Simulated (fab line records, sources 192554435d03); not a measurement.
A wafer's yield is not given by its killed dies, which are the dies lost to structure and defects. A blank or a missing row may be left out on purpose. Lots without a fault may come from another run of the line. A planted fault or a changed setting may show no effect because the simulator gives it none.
Matching of chambers    flow n5 finfet    N5_BEOL_M4_ETCHBACK_99 on rie diel-06: 4 sister chambers
The step etches SiO2 in CHF3, target depth 5 nm, time 10.4 s. 4 wafers are shown with their chamber, then 8 later ones without.

## EACH WAFER AND ITS CHAMBER
wafer   chamber  drypump motor current A (A)
L086.6  2        5.8
L088.4  3        5.0
L088.6  1        6.4
L087.2  0        5.1

## WAFERS WITH NO CHAMBER GIVEN
wafer   drypump motor current A (A)
L087.4  5.1
L087.6  5.1
L090.2  6.4
L090.3  5.8
L090.5  6.4
L089.1  6.3
L089.3  5.0
L089.6  5.2

## THE CHAMBER EACH PASSED THROUGH
wafer   from the rows above      in truth
L087.4  can't be placed: 0 or 3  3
L087.6  can't be placed: 0 or 3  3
L090.2  1                        1
L090.3  2                        2
L090.5  1                        1
L089.1  1                        1
L089.3  can't be placed: 3 or 0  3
L089.6  can't be placed: 0 or 3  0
Correctly placed: 4 of 8. Unplaceable from these rows: 4, with the true chamber sitting among the candidates in 4. Wrongly placed: 0.
How it was worked out, from the rows above alone: a wafer's distance from a chamber is the root of the sum, over the readings, of the square of ((its reading less the chamber's mean) divided by the reading's scatter). The wafer belongs to the nearest chamber; if the next one is less than 2 further off, it can't be placed. The mean given for a chamber averages the wafers shown for that chamber. The scatter: root of mean squared gap, hidden wafer to nearest shown wafer, with one shown wafer a chamber.
